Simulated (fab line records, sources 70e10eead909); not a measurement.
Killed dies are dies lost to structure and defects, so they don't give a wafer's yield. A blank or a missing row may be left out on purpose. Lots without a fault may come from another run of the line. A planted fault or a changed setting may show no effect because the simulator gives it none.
fab line records | flow nand_harc
record lots=11 wafers=33 last_day=33
route steps=1302 shown P_STI@88 P_GATE@146 END@1302
lots that met no fault: from a run of the same line without faults
start_h: hours from the record's first day to the start of the lot's first wafer shown | wait_h: hours since the lot's step before | " the same as in the row above | L1.1+2: a row that stands for several wafers | - no value, or no start given | * or withheld: withheld | < > ~ a bound
route shown NAME@n: a module of which the file shows steps, and the number in the route of the first | usual: mean/standard deviation of fault-free wafers | same: alike in all rows | chamber/n: place in a boat | sites: the reading at each site | _std_site: their standard deviation | _edge_site: outer sites' mean less inner sites' | radius_mm: how far each site lies from the wafer's centre | mask NAME#n: copy n | behind: the tool/chamber that last shaped the wafer | hold: why the lot was held/for how many hours/how that ended | device: the transistor (n, p or np) that didn't switch | end of line: the same wafers' tests at the end of the route | a step without rows: its recipe alone | killed: dies lost to structure and defects at the first sort, not the wafer's yield | map: a wafer's dies, x killed, . not, _ none there
set.NAME: the setting as run; set.NAME@STEP: as run at that earlier step | model.NAME: the simulator's own value behind a step, which no gauge read
steps of the route over a sample of lots; a table a step, a row a wafer
services: from which hour (start_h, from the record's first day; less than 0 if before it) a tool's chamber was out of use, for how many hours, and why
## steps
# step NHARC_P_STI_ETCH_42
# recipe target_depth_a=800 overetch_a=240 time_s=61 ion_energy_ev=200 n2_flow_sccm=150 h2_flow_sccm=150 ar_flow_sccm=0 rf_w=400 bias_w=150 chemistry=N2/H2
# usual drypump_motor_current_A=5.8/0.41 oes_product_au=0.999/0.0091 rf_vpp_V=430.4/2.6 showerhead_plenum_p_Torr=2.03/0.089 throttle_valve_pct=14.173/0.0095
# columns lot.wafer tool chamber start_h wait_h drypump_motor_current_A oes_product_au rf_hours_counter_h rf_vpp_V showerhead_plenum_p_Torr throttle_valve_pct
L422.2 rie_diel-06 1 45.32 0.1 5.9 0.989 3 433.3 2.13 14.181
L422.4 " 2 " " 6.1 1.005 5 428.6 1.91 14.154
L422.3 " 3 " " 5.3 1.003 4 430.7 2.03 14.178
L423.1 rie_diel-07 2 57.53 0.1 5.6 0.987 9 427.8 1.98 14.169
L423.2 " 3 " " 6.5 1.009 9 434.2 2.19 14.176
L423.5 " 3 " " 6.5 1.008 - 433.9 2.19 14.187
L426.4 rie_diel-07 3 84.30 0.1 6.5 1.016 11 434.2 2.19 14.175
L426.6 " 0 " " 6.0 0.988 - 427.4 1.97 14.153
L426.5 " 1 " " 5.3 1.004 - 428.8 1.96 14.175
L428.3 rie_diel-07 3 103.45 0.1 6.5 1.013 12 434.1 2.19 14.172
L428.4 " 2 " " 5.6 0.999 - 428.9 1.98 14.176
L428.6 " 3 " " 6.5 1.011 - 433.8 2.19 14.182
L429.1 rie_diel-06 2 113.51 0.1 6.1 1.010 8 427.6 1.91 14.185
L429.2 " 3 " " 5.3 1.015 7 431.1 2.03 14.181
L429.5 " 1 " " 5.9 1.002 - 433.1 2.12 14.173
L437.4 rie_diel-04 1 195.18 0.1 5.7 0.998 0 434.6 2.11 14.169
L437.2 " 3 " " 6.5 0.996 0 427.3 1.96 14.158
L437.5 " 2 " " 5.5 0.998 - 429.9 2.02 14.174
L438.1 rie_diel-06 3 207.46 0.1 5.3 0.996 4 430.5 2.03 14.160
L438.4 " 0 " " 6.1 1.000 4 432.9 2.12 14.162
L438.5 " 1 " " 5.9 0.997 - 433.0 2.12 14.186
L439.1 rie_diel-04 0 216.84 0.1 4.9 0.994 2 432.4 2.11 14.169
L439.3 " 2 " " 5.5 1.001 2 429.9 2.02 14.175
L439.5 " 0 " " 4.9 0.996 - 432.4 2.11 14.194
L441.3 rie_diel-06 1 233.32 0.1 5.9 1.006 5 432.2 2.12 14.176
L441.4 " 2 " " 6.1 0.985 5 426.5 1.91 14.200
L441.5 " 2 " " 6.1 0.992 - 426.8 1.91 14.167
L443.4 rie_diel-06 2 252.31 0.1 6.2 0.987 6 427.1 1.91 14.163
L443.6 " 2 " " 6.2 0.987 - 426.3 1.91 14.181
L443.5 " 3 " " 5.3 0.998 - 430.9 2.03 14.178
L444.1 rie_diel-07 2 262.94 0.1 5.6 0.986 12 428.8 1.97 14.171
L444.3 " 0 " " 6.0 0.995 13 429.4 1.96 14.174
L444.6 " 2 " " 5.6 0.996 - 428.3 1.97 14.159
# step NHARC_P_GATE_HM_OPEN_105
# recipe target_depth_a=3600 o2_flow_sccm=400 cos_flow_sccm=20 ar_flow_sccm=0 rf_w=500 bias_w=300 chemistry=O2/COS
# usual drypump_motor_current_A=5.6/0.4 oes_product_au=0.999/0.01 rf_vpp_V=467.3/2.4 showerhead_plenum_p_Torr=3.13/0.11 throttle_valve_pct=28.330/0.009
# columns lot.wafer tool chamber start_h wait_h drypump_motor_current_A oes_product_au rf_hours_counter_h rf_vpp_V showerhead_plenum_p_Torr throttle_valve_pct
L422.4 rie_diel-01 1 - - 5.5 1.008 2 468.1 3.22 28.339
L422.2 " 2 " " 6.0 0.987 2 467.2 3.05 28.330
L422.3 " 3 " " 5.1 0.991 3 466.4 3.01 28.322
L423.1 rie_diel-10 1 - - 5.5 1.006 3 465.4 3.11 28.336
L423.2 " 2 " " 5.8 1.015 2 468.3 3.16 28.327
L423.5 " 2 " " 5.8 1.009 - 466.8 3.16 28.313
L426.4 rie_diel-10 0 - - 6.0 0.991 4 471.5 3.35 28.328
L426.6 " 0 " " 6.0 0.982 - 470.4 3.35 28.351
L426.5 " 1 " " 5.6 0.991 - 466.0 3.11 28.332
L428.4 rie_diel-03 1 - - 6.1 0.994 4 469.3 3.21 28.322
L428.3 " 3 " " 6.1 0.992 3 464.0 2.95 28.332
L428.6 " 1 " " 6.1 0.993 - 470.5 3.21 28.323
L429.2 rie_diel-10 0 - - 6.0 0.978 6 472.0 3.35 28.327
L429.1 " 2 " " 5.8 1.015 5 467.3 3.16 28.320
L429.5 " 0 " " 6.0 0.987 - 472.0 3.35 28.333
L437.4 rie_diel-01 1 - - 5.5 1.004 2 468.2 3.22 28.313
L437.2 " 2 " " 6.0 0.991 2 465.9 3.05 28.334
L437.5 " 0 " " 5.0 0.992 - 463.7 3.04 28.336
L438.4 rie_diel-03 2 - - 4.9 0.998 11 469.9 3.20 28.333
L438.1 " 0 " " 5.4 0.989 11 468.5 3.22 28.321
L438.5 " 3 " " 6.1 1.006 - 463.1 2.95 28.339
L439.3 rie_diel-01 0 - - 4.9 1.002 2 464.9 3.04 28.333
L439.1 " 1 " " 5.5 0.991 3 470.4 3.22 28.346
L439.5 " 3 " " 5.1 0.985 - 463.3 3.01 28.343
L441.3 rie_diel-10 2 - - 5.7 1.016 3 467.9 3.16 28.340
L441.4 " 0 " " 6.0 1.004 2 472.4 3.35 28.312
L441.5 " 1 " " 5.5 0.995 - 465.8 3.11 28.309
L443.4 rie_diel-03 2 - - 4.9 0.982 2 470.0 3.20 28.330
L443.6 " 0 " " 5.4 1.000 - 467.8 3.22 28.328
L443.5 " 1 " " 6.1 1.004 - 468.8 3.21 28.332
L444.1 rie_diel-03 0 - - 5.4 1.008 1 469.9 3.22 28.325
L444.3 " 2 " " 4.9 0.986 3 468.1 3.20 28.320
L444.6 " 0 " " 5.4 1.002 - 469.8 3.22 28.336
# step NHARC_P_GATE_EXPOSE_43
# recipe na=0.6 target_cd_nm=720 dose_mj=14.81 mask_id=P_NSD
# columns lot.wafer tool chamber start_h wait_h mask
L422.2+3+4 krf_scanner-04 0 108.29 - P_NSD#0
L423.1+2+5 krf_scanner-01 0 118.81 - P_NSD#0
L426.4+5+6 krf_scanner-01 0 151.49 - P_NSD#0
L428.3+4+6 krf_scanner-01 0 168.53 - P_PSD#0
L429.1+2+5 krf_scanner-04 0 173.28 - P_NSD#0
L437.2+4+5 krf_scanner-03 0 256.27 - P_NSD#0
L438.1+4+5 krf_scanner-01 0 274.91 - P_NSD#0
L439.1+3+5 krf_scanner-04 0 282.41 - P_NSD#0
L441.3+4+5 krf_scanner-01 0 297.75 - P_NSD#0
L443.4+5+6 krf_scanner-04 0 313.78 - P_NSD#0
L444.1+3+6 krf_scanner-04 0 327.15 - P_NSD#0
# step NHARC_P_GATE_CD_MEAS_46
# recipe target_cd_nm=720 landing_energy_ev=500
# usual cd_nm=720.2/1.6
# columns lot.wafer tool chamber start_h wait_h cd_nm
L422.2 cd_sem-03 0 108.45 - 719.2
L422.3 " 0 " " 719.5
L422.4 " 0 " " 719.9
L423.1 cd_sem-01 0 118.96 - 719.5
L423.2 " 0 " " 719.2
L423.5 " 0 " " 721.2
L426.4 cd_sem-03 0 151.64 - 718.6
L426.5 " 0 " " 719.5
L426.6 " 0 " " 722.0
L428.3 cd_sem-02 0 168.68 - -
L428.4 " 0 " " -
L428.6 " 0 " " -
L429.1 cd_sem-01 0 173.45 - 718.4
L429.2 " 0 " " 719.4
L429.5 " 0 " " 717.3
L437.2 cd_sem-02 0 256.43 - 719.9
L437.4 " 0 " " 720.4
L437.5 " 0 " " 720.7
L438.1 cd_sem-01 0 275.06 - 721.0
L438.4 " 0 " " 720.0
L438.5 " 0 " " 721.5
L439.1 cd_sem-03 0 282.56 - 721.7
L439.3 " 0 " " 720.5
L439.5 " 0 " " 721.3
L441.3 cd_sem-02 0 297.90 - 719.8
L441.4 " 0 " " 718.4
L441.5 " 0 " " 719.6
L443.4 cd_sem-02 0 313.93 - 721.9
L443.5 " 0 " " 722.3
L443.6 " 0 " " 722.5
L444.1 cd_sem-02 0 327.31 - 719.2
L444.3 " 0 " " 721.4
L444.6 " 0 " " 720.4
# step NHARC_P_GATE_DESCUM_48
# recipe time_s=3 o2_flow_sccm=200 ar_flow_sccm=0 bias_power_w=0 chemistry=O2
# usual drypump_motor_current_A=5.6/0.41 oes_product_au=0.999/0.01 rf_vpp_V=57.8/0.87 showerhead_plenum_p_Torr=1.92/0.069 throttle_valve_pct=11.311/0.008
# columns lot.wafer tool chamber start_h wait_h drypump_motor_current_A oes_product_au rf_hours_counter_h rf_vpp_V showerhead_plenum_p_Torr throttle_valve_pct
L422.3 rie_diel-01 2 108.60 - 6.0 0.997 2.6 56.8 1.87 11.322
L422.2 " 3 " " 5.1 0.976 3.3 57.4 1.84 11.305
L422.4 " 1 " " 5.5 1.009 2.7 58.0 1.98 11.297
L423.1 rie_diel-03 3 119.14 - 6.1 1.008 0.1 58.2 1.81 11.309
L423.2 " 0 " " 5.4 0.990 0.1 58.2 1.98 11.313
L423.5 " 2 " " 4.9 0.991 - 59.2 1.97 11.307
L426.4 rie_diel-10 0 151.82 - 6.0 1.001 4.6 57.9 2.06 11.316
L426.6 " 2 " " 5.8 1.006 - 57.4 1.94 11.312
L426.5 " 3 " " 5.6 0.985 - 57.2 1.87 11.319
L428.4 rie_diel-01 0 168.83 - 4.9 1.013 7.7 58.0 1.86 11.315
L428.3 " 1 " " 5.5 1.012 6.3 58.4 1.98 11.327
L428.6 " 0 " " 4.9 1.017 - 57.5 1.86 11.304
L429.2 rie_diel-01 1 173.61 - 5.5 1.007 6.3 57.7 1.98 11.309
L429.1 " 3 " " 5.2 0.990 7.1 58.0 1.84 11.307
L429.5 " 1 " " 5.5 1.013 - 58.4 1.98 11.321
L437.4 rie_diel-01 2 256.59 - 6.0 0.990 2.8 57.9 1.87 11.310
L437.2 " 1 " " 5.5 0.991 2.6 58.4 1.98 11.318
L437.5 " 3 " " 5.1 0.992 - 58.5 1.84 11.306
L438.1 rie_diel-10 1 275.24 - 5.6 0.995 1.3 57.3 1.90 11.296
L438.4 " 2 " " 5.8 1.005 1.9 58.4 1.94 11.317
L438.5 " 0 " " 6.0 1.005 - 59.0 2.06 11.322
L439.1 rie_diel-10 0 282.74 - 6.0 1.004 1.2 58.1 2.06 11.312
L439.3 " 1 " " 5.5 0.995 1.5 56.3 1.90 11.310
L439.5 " 3 " " 5.6 1.021 - 58.2 1.87 11.312
L441.3 rie_diel-01 2 298.07 - 6.0 0.995 4.6 57.1 1.87 11.311
L441.5 " 1 " " 5.6 0.992 - 57.1 1.97 11.320
L441.4 " 3 " " 5.1 0.996 - 57.4 1.84 11.315
L443.4 rie_diel-03 2 314.08 - 4.9 0.994 3.0 57.9 1.96 11.311
L443.5 " 2 " " 4.9 0.986 - 58.0 1.96 11.321
L443.6 " 3 " " 6.1 0.998 - 56.7 1.80 11.313
L444.3 rie_diel-01 2 327.50 - 6.0 0.999 6.1 57.5 1.87 11.322
L444.1 " 3 " " 5.1 0.998 5.9 56.4 1.84 11.320
L444.6 " 0 " " 4.9 0.999 - 58.1 1.86 11.316
# step NHARC_END_SORT_01
# recipe temp_c=25
# usual killed_at_array=53/18 killed_at_other=1.0/1.2 killed_at_periphery=3.6/2.4 killed_dies=58/18 killed_open=3.4/1.8 killed_short=2.3/1.5
# same gross_dies=677
# columns lot.wafer tool chamber start_h wait_h killed_at_array killed_at_other killed_at_periphery killed_dies killed_open killed_short
L428.3 prober-01 0 645.46 3.1 72 0 605 677 4 1
L428.4 prober-01 0 646.26 3.4 61 0 616 677 2 1
L428.6 prober-01 0 647.86 4.0 65 0 612 677 4 1
L437.5 prober-02 0 720.13 3.7 75 1 9 85 3 8
# killed by level:class
L428.3 P_GATE:area_expose=600 A_CHANNEL_HOLE_D1:chamber_film_flake=29 A_SLIT:chamber_film_flake=22 A_CHANNEL_HOLE_D2:chamber_film_flake=9 A_CONTACT:chamber_film_flake=5 P_ZERO_WELL:chamber_film_flake=3 A_ONON_D1:geometric_particle:open=2 A_STAIRCASE:chamber_film_flake=2
L428.4 P_GATE:area_expose=615 A_CHANNEL_HOLE_D1:chamber_film_flake=27 A_SLIT:chamber_film_flake=15 A_CHANNEL_HOLE_D2:chamber_film_flake=7 A_STAIRCASE:chamber_film_flake=3 A_CHANNEL_FILL_D1:chamber_film_flake=3 A_CONTACT:chamber_film_flake=3 A_CHANNEL_HOLE_D2:geometric_particle:open=1
L428.6 P_GATE:area_expose=610 A_CHANNEL_HOLE_D1:chamber_film_flake=28 A_SLIT:chamber_film_flake=20 A_CHANNEL_HOLE_D2:chamber_film_flake=5 A_CONTACT:chamber_film_flake=5 A_M0:geometric_particle:open=3 P_GATE:geometric_particle:open=1 A_ONON_D1:geometric_particle:short=1
L437.5 A_CHANNEL_HOLE_D1:chamber_film_flake=31 A_CHANNEL_HOLE_D2:chamber_film_flake=21 A_SLIT:chamber_film_flake=8 A_WL_FILL:geometric_particle:short=4 A_BONDPAD:chamber_film_flake=4 P_GATE:chamber_film_flake=3 P_CONTACT:chamber_film_flake=3 A_STAIRCASE:chamber_film_flake=3
## services
# columns tool chamber start_h hours kind
rie_diel-01 - 26.88 9.0 pm
rie_diel-06 3 30.69 13.0 repair
rie_diel-03 0 39.25 1.5 repair
rie_diel-06 3 53.34 5.9 repair
krf_scanner-04 - 63.06 2.1 repair
rie_diel-10 - 65.77 9.0 pm
rie_diel-06 0 75.64 1.2 repair
rie_diel-03 - 104.30 9.0 pm
krf_scanner-04 - 109.23 1.0 repair
rie_diel-06 - 115.38 0.4 repair
rie_diel-06 1 127.10 8.8 repair
rie_diel-06 - 130.27 9.0 pm
krf_scanner-01 - 140.00 4.0 pm
rie_diel-06 - 166.25 0.2 repair
krf_scanner-04 - 182.00 4.0 pm
rie_diel-01 - 203.88 9.0 pm
rie_diel-10 1 208.56 10.6 repair
rie_diel-01 0 216.30 5.2 repair
rie_diel-10 1 221.55 2.7 repair
rie_diel-10 - 242.77 9.0 pm
rie_diel-03 - 281.30 9.0 pm
rie_diel-03 3 291.79 10.1 repair
rie_diel-01 0 296.60 7.8 repair
rie_diel-10 1 318.84 3.5 repair
## key
first_sign step=NHARC_P_GATE_EXPOSE_43 reading=mask direction=changed
effect step=NHARC_P_GATE_CD_MEAS_46 reading=cd_nm direction=missing
effect step=NHARC_END_SORT_01 reading=killed_at_periphery direction=up sigmas=99+ usual=3.6 struck=611
more_kills_born_at NHARC_P_GATE_EXPOSE_43@krf_scanner-01=1825
met_at NHARC_P_GATE_EXPOSE_43
struck_lots L428
later_rows_left_out L428.3,L428.4,L428.6
tester_left_out L428
not_acting_at NHARC_P_STI_ETCH_42,NHARC_P_GATE_HM_OPEN_105,NHARC_P_GATE_DESCUM_48
onset_between 151.49 168.53
fault kind=wrong_mask tool=any chamber=- onset_h=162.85 steps=NHARC_P_GATE_EXPOSE_43 aux_copy=P_PSD#0 scope=struck_lots_only
# tester_left_out: of these lots the tester's yield and bins aren't shown, on N5 and GAA mostly nor the transistor test; their killed dies are dies lost to structure and defects alone, not to doping, threshold or leakage, so they don't give the yield
# later_rows_left_out: the simulator's readings of these wafers behind a module that went badly wrong aren't trusted and aren't shown, but for the sort
